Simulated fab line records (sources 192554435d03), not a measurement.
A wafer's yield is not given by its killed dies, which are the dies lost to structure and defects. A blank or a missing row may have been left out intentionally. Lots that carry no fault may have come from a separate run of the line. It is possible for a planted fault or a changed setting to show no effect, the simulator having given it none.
fab line records	flow n5Finfet
record lots=7	wafers=20	lastDay=19
route steps=1938 shown BEOL_M6@1199
lots untouched by any fault: they come from a run of this same line in which no faults occurred
startH: hours from the record's opening day to when the first of the lot's shown wafers began	waitH: hours since the lot's step before	" identical to the entry in the row above	L1.1+2: one row covering several wafers at once	- no value, or no start was given	* or withheld: withheld	< > ~ a bound
route shown NAME@n: names a module that has steps shown in the file, with the first one's number in the route	usual: average and standard deviation across the fault-free wafers	same: alike in all rows	chamber/n: place in a boat	sites: readings site by site	_std_site: how widely they spread, as a standard deviation	_edge_site: outer sites' mean less inner sites'	radiusMm: how far each site lies from the wafer's centre	mask NAME#n: copy n	behind: the tool/chamber that last shaped the wafer	hold: the reason the lot was held/the length of the hold in hours/how it ended	device: whichever transistor did not switch (one of n, p or np)	end of line: the route-end tests of the same wafers	a step without rows: its recipe alone	killed: the dies lost at the first sort to structure and to defects; this is not the yield of the wafer	map: the dies of a wafer, with x for killed, . for not killed, _ for no die there
set.NAME: the setting as run; set.NAME@STEP: as run at that earlier step	model.NAME: the simulator's own value behind a step, which no gauge read
lots at selected steps of the route; one table per step, one row per wafer
services: a tool's chamber out of use, with start hour (startH, from the record's first day; less than 0 if before it), hours out, and reason
## steps
# step N5_BEOL_M6_COAT_59
# recipe resist=SOC	tempC=250	timeS=60	spinRpm=1500	resistThkNm=100
# step N5_BEOL_M6_COAT_60
# recipe resist=SiARC	tempC=220	timeS=60	spinRpm=1500	resistThkNm=35
# step N5_BEOL_M6_COAT_05
# recipe resist=CAR-ArF	spinRpm=1500	resistThkNm=90
# step N5_BEOL_M6_EBR_07
# recipe solvent=PGMEA	ebrWidthMm=1.5
# step N5_BEOL_M6_SOFTBAKE_06
# recipe tempC=110	timeS=60	resist=CAR-ArF
# step N5_BEOL_M6_EXPOSE_08
# recipe maskId=M6	na=1.35	sourceShape=dipole	sigmaInner=0.817	sigmaOuter=0.97	polarization=te	doseMj=68.25
# step N5_BEOL_M6_PEB_09
# recipe pebTempC=withheld	pebTimeS=60	resist=CAR-ArF
# step N5_BEOL_M6_DEVELOP_10
# recipe developTimeS=30	developer=TMAH	resist=CAR-ArF	rinseLiquid=diw	dry=airSpin	devTempC=23
# step N5_BEOL_M6_CD_MEAS_11
# recipe targetCdNm=38.5	landingEnergyEv=500	detector=seInlens	polarity=opening
# usual cdNm=38.4/0.55
lot.wafer	tool	chamber	startH	waitH	cdNm
L342.1	cdSem-03	0	227.63	-	39.1
L342.2	"	0	"	"	38.2
L342.6	"	0	"	"	38.0
L344.3	cdSem-03	0	228.38	-	38.2
L344.4	"	0	"	"	38.8
L344.6	"	0	"	"	39.5
L345.1	cdSem-03	0	247.58	-	37.8
L345.2	"	0	"	"	37.3
L345.4	"	0	"	"	37.4
L347.1	cdSem-03	0	249.22	-	38.4
L347.2	"	0	"	"	39.4
L347.6	"	0	"	"	38.5
L349.4	cdSem-03	0	268.55	-	37.9
L349.5	"	0	"	"	39.6
L349.6	"	0	"	"	38.9
L357.1	cdSem-03	0	348.72	-	38.3
L357.5	"	0	"	"	38.3
L357.6	"	0	"	"	38.1
L359.5	cdSem-01	0	352.05	-	38.3
L359.6	"	0	"	"	37.5
# step N5_BEOL_M6_OVL_MEAS_12
# recipe pointsPerWafer=44
# usual M6_OVL=0.4/0.77
lot.wafer	tool	chamber	startH	waitH	M6_OVL[nm]
L342.1	overlay-02	0	227.66	0.0	-0.4
L342.2	"	0	"	"	1.0
L342.6	"	0	"	"	-0.4
L344.3	overlay-01	0	228.41	0.0	1.0
L344.4	"	0	"	"	0.5
L344.6	"	0	"	"	0.3
L345.1	overlay-01	0	247.61	0.0	2.4
L345.2	"	0	"	"	2.2
L345.4	"	0	"	"	1.9
L347.1	overlay-02	0	249.25	0.0	-0.3
L347.2	"	0	"	"	0.1
L347.6	"	0	"	"	0.0
L349.4	overlay-02	0	268.58	0.0	1.7
L349.5	"	0	"	"	1.4
L349.6	"	0	"	"	1.6
L357.1	overlay-01	0	348.76	0.0	-0.1
L357.5	"	0	"	"	0.2
L357.6	"	0	"	"	0.4
L359.5	overlay-02	0	352.07	0.0	1.3
L359.6	"	0	"	"	0.8
# step N5_BEOL_M6_INSPECT_13
# recipe mode=adi	inspectInstrument=brightfield
# usual rawDefectCount=390/84
lot.wafer	tool	chamber	startH	waitH	rawDefectCount
L342.1	defectInspect-02	-	227.69	0.0	272
L342.2	"	-	"	"	405
L342.6	"	-	"	"	382
L344.3	defectInspect-01	-	228.43	0.0	419
L344.4	"	-	"	"	330
L344.6	"	-	"	"	361
L345.1	defectInspect-01	-	247.63	0.0	407
L345.2	"	-	"	"	378
L345.4	"	-	"	"	590
L347.1	defectInspect-02	-	249.28	0.0	492
L347.2	"	-	"	"	430
L347.6	"	-	"	"	413
L349.4	defectInspect-01	-	268.60	0.0	259
L349.5	"	-	"	"	314
L349.6	"	-	"	"	312
L357.1	defectInspect-02	-	348.78	0.0	381
L357.5	"	-	"	"	321
L357.6	"	-	"	"	443
L359.5	defectInspect-01	-	352.10	0.0	270
L359.6	"	-	"	"	422
# step N5_BEOL_M6_DESCUM_16
# recipe chemistry=O2	timeS=7.9	sourcePowerW=50	biasPowerW=20	pressureMtorr=20	rfFrequencyHz=2.712e+07	tempC=40	resist=CAR-ArF	o2FlowSccm=225
# usual drypumpMotorCurrentA=5.6/0.47	oesProductAu=0.80/0.084	rfFwdPowerW=49.37/0.24	rfVppV=243.4/1.4	showerheadPlenumPTorr=2.11/0.08	throttleValvePct=20.43/0.26
lot.wafer	tool	chamber	startH	waitH	drypumpMotorCurrentA	oesProductAu	rfFwdPowerW	rfHoursCounterH	rfVppV	showerheadPlenumPTorr	throttleValvePct
L342.1	rieDiel-05	0	227.73	0.0	6.5	0.74	49.73	183	241.2	1.99	20.39
L342.2	"	1	"	"	5.1	0.95	49.68	13	242.6	2.16	20.59
L342.6	"	3	"	"	5.6	0.67	49.27	-	246.1	2.15	20.81
L344.3	rieDiel-05	1	228.80	0.4	5.1	0.94	49.47	14	244.5	2.16	20.60
L344.4	"	0	"	"	6.4	0.74	49.30	-	243.7	1.99	20.39
L344.6	"	1	"	"	5.2	0.94	49.38	-	243.4	2.16	20.60
L345.1	rieDiel-06	0	248.32	0.7	5.8	0.87	49.42	55	244.8	2.20	20.34
L345.2	"	2	"	"	5.0	0.99	49.39	6	242.9	2.07	19.89
L345.4	"	3	"	"	6.0	0.76	49.29	148	244.0	2.21	20.76
L347.1	rieDiel-05	0	249.63	0.3	6.5	0.72	49.68	194	241.1	1.99	20.40
L347.2	"	1	"	"	5.1	0.92	49.81	23	244.1	2.15	20.61
L347.6	"	2	"	"	5.2	0.90	48.86	-	245.6	2.21	19.97
L349.4	rieDiel-04	1	268.66	0.1	5.9	0.70	49.35	208	243.8	2.15	20.17
L349.5	"	2	"	"	5.8	0.76	49.33	-	242.3	2.11	20.61
L349.6	"	1	"	"	5.9	0.70	49.52	-	244.0	2.15	20.20
L357.1	rieDiel-05	3	348.81	0.0	5.6	0.87	49.27	29	243.8	2.14	20.41
L357.5	"	1	"	"	5.1	0.86	49.70	-	244.8	2.14	20.66
L357.6	"	2	"	"	5.2	0.86	49.20	-	245.0	2.20	20.02
L359.5	rieDiel-06	2	352.15	0.0	4.9	0.88	49.34	-	242.9	2.06	19.95
L359.6	"	3	"	"	6.0	0.72	49.30	-	245.4	2.19	20.80
# step N5_BEOL_M6_ETCH_61
# recipe chemistry=CF4	target=SiARC	targetDepthA=455	maskMaterial=CAR-ArF	timeS=75.8	ionEnergyEv=80	pressureMtorr=40	sourceW=545	biasW=36	Ar_flow_sccm=100	cf4FlowSccm=100	ends=cleared
# usual biasW=35.98/0.12	cf4FlowSccm=100.04/0.27	drypumpMotorCurrentA=5.6/0.47	etchRfOnTimeS=74.9/1.8	oesProductAu=0.69/0.072	rfFwdPowerW=539.1/2.2	rfVppV=184.2/1.2	showerheadPlenumPTorr=2.15/0.076	throttleValvePct=15.60/0.23
lot.wafer	tool	chamber	startH	waitH	biasW	cf4FlowSccm	drypumpMotorCurrentA	etchRfOnTimeS	oesProductAu	rfFwdPowerW	rfHoursCounterH	rfVppV	showerheadPlenumPTorr	throttleValvePct	model.CAR-ArF_of_BEOL_M6_COAT_05.thkNm
L342.1	rieDiel-05	0	227.77	0.0	35.84	99.59	6.4	78.5	0.61	538.2	183	183.7	2.04	15.62	50.6
L342.2	"	1	"	"	35.93	100.23	5.2	74.2	0.81	541.3	13	185.4	2.19	15.55	50.8
L342.6	"	3	"	"	35.99	100.32	5.5	76.3	0.57	537.7	-	183.8	2.19	16.01	50.6
L344.3	rieDiel-05	1	228.83	0.0	-	-	-	-	-	-	-	-	-	-	83.6
L344.4	"	0	"	"	-	-	-	-	-	-	-	-	-	-	83.4
L344.6	"	1	"	"	-	-	-	-	-	-	-	-	-	-	83.4
L345.1	rieDiel-06	0	248.36	0.0	-	-	-	-	-	-	-	-	-	-	83.8
L345.2	"	2	"	"	-	-	-	-	-	-	-	-	-	-	83.8
L345.4	"	3	"	"	-	-	-	-	-	-	-	-	-	-	83.8
L347.1	rieDiel-05	0	249.66	0.0	-	-	-	-	-	-	-	-	-	-	83.6
L347.2	"	1	"	"	-	-	-	-	-	-	-	-	-	-	83.2
L347.6	"	2	"	"	-	-	-	-	-	-	-	-	-	-	83
L349.4	rieDiel-04	1	268.69	0.0	36.02	99.98	5.9	75.5	0.61	539.4	208	185.5	2.20	15.47	50.4
L349.5	"	2	"	"	36.21	99.88	5.8	74.0	0.67	536.9	-	184.0	2.15	15.69	50.2
L349.6	"	1	"	"	36.01	100.23	5.9	74.6	0.62	541.2	-	184.5	2.20	15.45	50.6
L357.1	rieDiel-05	3	348.85	0.0	36.13	100.08	5.6	72.9	0.77	539.7	29	185.3	2.18	15.56	51.2
L357.5	"	1	"	"	35.93	99.63	5.1	74.5	0.73	540.5	-	184.5	2.18	15.65	51
L357.6	"	2	"	"	36.04	100.38	5.2	73.8	0.74	537.9	-	186.5	2.25	15.32	51.2
L359.5	rieDiel-06	2	352.19	0.0	35.80	99.83	5.0	74.5	0.77	539.2	-	184.0	2.10	15.05	50.8
L359.6	"	3	"	"	36.08	99.89	6.0	74.3	0.63	542.1	-	183.8	2.21	15.80	50.8
# step N5_BEOL_M6_ETCH_62
# recipe chemistry=N2/H2	target=SOC	targetDepthA=1100	overetchA=220	maskMaterial=SiARC	tempC=40	timeS=165	ionEnergyEv=200	pressureMtorr=30	sourceW=840	biasW=150	n2FlowSccm=200	h2FlowSccm=200
# usual biasW=150.0/0.47	chamberPressureMTorr=30.000/0.029	drypumpMotorCurrentA=5.6/0.47	oesProductAu=0.68/0.066	rfFwdPowerW=837.4/2.8	rfVppV=524.4/2.8	showerheadPlenumPTorr=2.56/0.095	throttleValvePct=17.76/0.25
lot.wafer	tool	chamber	startH	waitH	biasW	chamberPressureMTorr	drypumpMotorCurrentA	oesProductAu	rfFwdPowerW	rfHoursCounterH	rfVppV	showerheadPlenumPTorr	throttleValvePct
L342.1	rieDiel-05	0	227.82	0.0	150.5	30.005	6.4	0.62	840.6	184	521.1	2.43	17.78
L342.2	"	1	"	"	150.0	30.045	5.2	0.78	840.3	13	526.4	2.59	17.69
L342.6	"	3	"	"	149.9	30.006	5.5	0.58	839.3	-	525.3	2.59	18.03
L344.3	rieDiel-05	1	228.89	0.0	150.8	30.056	5.2	0.35	841.1	14	524.0	2.59	17.63
L344.4	"	0	"	"	150.1	30.009	6.5	0.28	839.4	-	520.4	2.43	17.74
L344.6	"	1	"	"	150.2	30.011	5.2	0.35	841.8	-	526.2	2.59	17.63
L345.1	rieDiel-06	0	248.41	0.0	150.7	30.012	5.8	0.32	840.6	55	528.9	2.70	17.92
L345.2	"	2	"	"	150.0	30.009	5.0	0.37	838.5	6	525.0	2.50	17.15
L345.4	"	3	"	"	149.9	30.014	6.0	0.28	837.8	148	527.3	2.66	17.87
L347.1	rieDiel-05	0	249.72	0.0	150.6	30.030	6.5	0.27	839.0	194	521.8	2.43	17.76
L347.2	"	1	"	"	150.1	30.030	5.2	0.34	836.9	23	524.4	2.59	17.65
L347.6	"	2	"	"	149.3	29.999	5.2	0.34	837.4	-	527.8	2.68	17.16
L349.4	rieDiel-04	1	268.75	0.0	150.3	29.955	5.9	0.59	835.0	208	527.3	2.62	17.65
L349.5	"	2	"	"	149.5	30.003	5.8	0.66	837.6	-	524.6	2.57	18.08
L349.6	"	1	"	"	150.4	30.013	6.0	0.60	834.5	-	526.6	2.62	17.68
L357.1	rieDiel-05	3	348.90	0.0	149.6	29.970	5.6	0.74	834.4	30	525.9	2.57	17.60
L357.5	"	1	"	"	149.4	30.035	5.2	0.72	840.2	-	526.1	2.57	17.78
L357.6	"	2	"	"	150.0	30.017	5.2	0.73	838.4	-	528.6	2.67	17.25
L359.5	rieDiel-06	2	352.29	0.1	151.3	29.969	4.9	0.76	834.3	-	521.2	2.48	17.27
L359.6	"	3	"	"	150.0	30.038	6.1	0.62	836.8	-	525.2	2.65	17.97
# step N5_BEOL_M6_STRIP_68
# recipe chemistry=N2/H2	tempC=40	n2FlowSccm=200	h2FlowSccm=200	rfFrequencyHz=6e+07
# step N5_BEOL_M6_STRIP_67
# recipe chemistry=CF4	resist=SiARC	powerW=300	biasPowerW=75	pressureMtorr=50	cf4FlowSccm=150	rfFrequencyHz=6e+07
# usual drypumpMotorCurrentA=5.6/0.47	oesProductAu=0.80/0.077	rfVppV=271.3/1.7	showerheadPlenumPTorr=1.81/0.066	throttleValvePct=13.57/0.23
lot.wafer	tool	chamber	startH	waitH	drypumpMotorCurrentA	oesProductAu	rfHoursCounterH	rfVppV	showerheadPlenumPTorr	throttleValvePct
L342.1	rieDiel-05	0	227.97	0.0	6.4	0.74	184	269.9	1.71	13.60
L342.2	"	1	"	"	5.1	0.94	13	272.3	1.82	13.44
L342.6	"	3	"	"	5.5	0.68	-	271.7	1.84	14.06
L344.3	rieDiel-05	1	229.04	0.0	5.2	0.92	14	273.1	1.82	13.43
L344.4	"	0	"	"	6.5	0.73	-	270.1	1.71	13.60
L344.6	"	1	"	"	5.1	0.93	-	272.0	1.82	13.43
L345.1	rieDiel-06	0	248.56	0.0	5.8	0.86	55	274.5	1.91	13.65
L345.2	"	2	"	"	5.0	0.99	6	272.8	1.78	12.98
L345.4	"	3	"	"	6.0	0.76	148	273.3	1.86	13.72
L347.1	rieDiel-05	0	249.86	0.0	6.4	0.72	194	268.8	1.70	13.60
L347.2	"	1	"	"	5.1	0.91	23	270.7	1.82	13.46
L347.6	"	2	"	"	5.2	0.89	-	273.2	1.91	13.26
L349.4	rieDiel-04	1	268.89	0.0	5.9	0.72	208	271.7	1.84	13.49
L349.5	"	2	"	"	5.8	0.77	-	271.0	1.80	13.62
L349.6	"	1	"	"	5.9	0.72	-	273.2	1.84	13.48
L357.1	rieDiel-05	3	349.05	0.0	5.6	0.87	30	273.0	1.83	13.55
L357.5	"	1	"	"	5.1	0.85	-	269.4	1.81	13.53
L357.6	"	2	"	"	5.2	0.85	-	272.3	1.90	13.32
L359.5	rieDiel-06	2	352.38	0.0	4.9	0.89	-	270.0	1.77	13.07
L359.6	"	3	"	"	6.0	0.73	-	270.8	1.85	13.77
# step N5_BEOL_M6_HM_OPEN_17
# recipe chemistry=Cl2/BCl3	targetDepthA=200	overetchA=60	target=TiN	maskMaterial=SOC	ionEnergyEv=150	pressureMtorr=10	icpW=1000	biasW=126	Cl2_flow_sccm=53.25	bcl3FlowSccm=21.75	Ar_flow_sccm=25
# usual drypumpMotorCurrentA=5.4/0.34	oesProductAu=0.66/0.08	rfFwdPowerW=993.7/3	throttleValvePct=22.29/0.25
lot.wafer	tool	chamber	startH	waitH	drypumpMotorCurrentA	oesProductAu	rfFwdPowerW	rfHoursCounterH	throttleValvePct
L342.1	rieMetal-01	1	228.01	0.0	6.0	0.58	999.2	90	22.73
L342.2	"	0	"	"	5.2	0.68	993.8	36	22.20
L342.6	"	0	"	"	5.2	0.69	993.0	-	22.18
L344.3	rieMetal-01	0	229.11	0.1	5.1	0.30	991.5	-	22.86
L344.4	"	1	"	"	6.0	0.26	991.0	-	23.41
L344.6	"	0	"	"	5.1	0.29	998.6	-	22.87
L345.1	rieMetal-03	1	248.60	0.0	5.7	0.30	998.4	27	23.03
L345.2	"	0	"	"	5.1	0.26	991.5	85	22.89
L345.4	"	0	"	"	5.1	0.26	987.5	-	22.87
L347.1	rieMetal-01	0	249.90	0.0	5.1	0.30	995.6	38	22.88
L347.2	"	1	"	"	6.0	0.26	994.9	92	23.42
L347.6	"	1	"	"	6.0	0.25	992.8	-	23.39
L349.4	rieMetal-03	1	268.96	0.1	5.7	0.69	985.6	-	22.40
L349.5	"	0	"	"	5.1	0.59	995.2	-	22.23
L349.6	"	1	"	"	5.7	0.69	991.3	-	22.38
L357.1	rieMetal-03	1	349.09	0.0	5.7	0.68	992.3	35	22.41
L357.5	"	0	"	"	5.1	0.58	992.2	-	22.24
L357.6	"	1	"	"	5.7	0.68	993.0	-	22.41
L359.5	rieMetal-01	0	352.47	0.1	5.1	0.67	997.4	-	22.21
L359.6	"	1	"	"	6.0	0.56	995.1	-	22.77
# step N5_BEOL_M6_STRIP_19
# recipe chemistry=O2	powerW=400	tempC=40	pressureMtorr=30	rfFrequencyHz=6e+07	biasPowerW=0	overashFraction=0.2	o2FlowSccm=225
# usual drypumpMotorCurrentA=5.6/0.5	oesProductAu=0.80/0.087	rfVppV=3.7/0.6	showerheadPlenumPTorr=2.11/0.083	throttleValvePct=16.67/0.22
lot.wafer	tool	chamber	startH	waitH	drypumpMotorCurrentA	oesProductAu	rfHoursCounterH	rfVppV	showerheadPlenumPTorr	throttleValvePct
L342.1	rieDiel-05	0	228.22	0.2	6.4	0.73	184	3.7	1.99	16.68
L342.2	"	3	"	"	5.6	0.66	245	3.0	2.15	17.09
L342.6	"	3	"	"	5.6	0.67	-	3.6	2.15	17.09
L344.3	rieDiel-06	0	229.22	0.1	5.8	0.89	47	5.0	2.21	16.60
L344.4	"	3	"	"	6.0	0.77	-	2.5	2.21	16.92
L344.6	"	1	"	"	5.8	0.75	-	3.2	2.01	16.76
L345.1	rieDiel-05	1	248.74	0.1	5.2	0.92	22	3.9	2.16	16.76
L345.2	"	2	"	"	5.2	0.91	32	3.8	2.22	16.25
L345.4	"	1	"	"	5.1	0.92	-	3.2	2.16	16.75
L347.1	rieDiel-05	0	250.03	0.1	6.5	0.73	194	4.5	1.99	16.68
L347.2	"	2	"	"	5.2	0.91	33	4.0	2.22	16.23
L347.6	"	0	"	"	6.5	0.72	-	3.5	1.99	16.69
L349.4	rieDiel-05	1	269.04	0.1	5.2	0.91	33	4.1	2.15	16.76
L349.5	"	1	"	"	5.2	0.91	-	2.8	2.15	16.77
L349.6	"	0	"	"	6.4	0.72	-	4.3	1.99	16.69
L357.1	rieDiel-06	1	349.20	0.1	5.8	0.72	200	3.9	2.00	16.83
L357.5	"	2	"	"	4.9	0.90	-	2.5	2.06	16.15
L357.6	"	1	"	"	5.8	0.71	-	4.0	2.00	16.84
L359.5	rieDiel-04	0	352.54	0.0	4.8	0.78	-	3.6	2.09	16.49
L359.6	"	1	"	"	5.9	0.68	-	3.8	2.14	16.54
# step N5_BEOL_M6_CD_MEAS_18
# recipe pitchNm=80	targetCdNm=40
# usual cdNm=39.8/0.61
lot.wafer	tool	chamber	startH	waitH	cdNm
L342.1	cdSem-01	-	228.29	0.0	40.6
L342.2	"	-	"	"	39.8
L342.6	"	-	"	"	39.1
L344.3	cdSem-03	-	229.29	0.1	-
L344.4	"	-	"	"	-
L344.6	"	-	"	"	-
L345.1	cdSem-02	-	248.81	0.0	-
L345.2	"	-	"	"	-
L345.4	"	-	"	"	-
L347.1	cdSem-01	-	250.11	0.1	-
L347.2	"	-	"	"	-
L347.6	"	-	"	"	-
L349.4	cdSem-02	-	269.13	0.1	39.4
L349.5	"	-	"	"	41.0
L349.6	"	-	"	"	40.3
L357.1	cdSem-02	-	349.27	0.0	40.1
L357.5	"	-	"	"	39.5
L357.6	"	-	"	"	40.3
L359.5	cdSem-03	-	352.60	0.0	39.5
L359.6	"	-	"	"	38.9
# step N5_BEOL_M6_COAT_63
# recipe resist=SOC	tempC=250	timeS=60	spinRpm=1500	resistThkNm=60
## services
tool	chamber	startH	hours	kind
rieDiel-06	2	211.29	-	clean
rieDiel-06	2	211.29	-	consumableReplace:focusRing
rieDiel-06	2	211.29	18.5	scheduledDown
rieDiel-06	2	211.29	18.5	ventCycle
rieDiel-04	2	221.50	5.6	repair
rieDiel-04	2	227.60	7.5	repair
rieDiel-05	3	240.19	-	clean
rieDiel-05	3	240.19	-	consumableReplace:focusRing
rieDiel-05	3	240.19	20.8	scheduledDown
rieDiel-05	3	240.19	20.8	ventCycle
rieDiel-04	-	246.59	4.3	pm
rieDiel-04	3	270.27	1.4	repair
rieDiel-05	1	276.52	6.8	repair
rieMetal-01	0	295.29	6.3	repair
rieDiel-05	2	314.84	9.9	repair
rieMetal-01	-	326.54	1.4	pm
rieMetal-01	-	340.17	2.8	pm
rieDiel-04	-	349.59	0.2	repair
## key
firstSign step=N5_BEOL_M6_ETCH_61	reading=toolRecord	direction=missing
effect step=N5_BEOL_M6_ETCH_62	reading=oesProductAu	direction=down	sigmas=5.4	usual=0.68	struck=0.32
effect step=N5_BEOL_M6_HM_OPEN_17	reading=oesProductAu	direction=down	sigmas=4.8	usual=0.66	struck=0.27
effect step=N5_BEOL_M6_CD_MEAS_18	reading=cdNm	direction=missing
modelEffect step=N5_BEOL_M6_ETCH_61	value=CAR-ArF_of_BEOL_M6_COAT_05.thkNm	without=50.98	struck=83.51
metAt N5_BEOL_M6_ETCH_61
struckWafers L344.3,L344.4,L344.6,L345.1,L345.2,L345.4,L347.1,L347.2,L347.6
laterRowsLeftOut L344.3,L344.4,L344.6,L345.1,L345.2,L345.4,L347.1,L347.2,L347.6
sortLeftOut L344.3,L344.4,L344.6,L345.1,L345.2,L345.4,L347.1,L347.2,L347.6
onsetBetween 227.77 228.83
fault kind=skippedStepWhole	tool=rieDiel-05,rieDiel-06	chamber=-	onsetH=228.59	steps=N5_BEOL_M6_ETCH_61	scope=struckLotsOnly
# sortLeftOut: the simulated sort isn't trusted on such a fault, so these wafers' sort isn't shown, and their yield isn't known
# laterRowsLeftOut: the simulator's readings of these wafers behind a module that went badly wrong aren't trusted and aren't shown, but for the sort
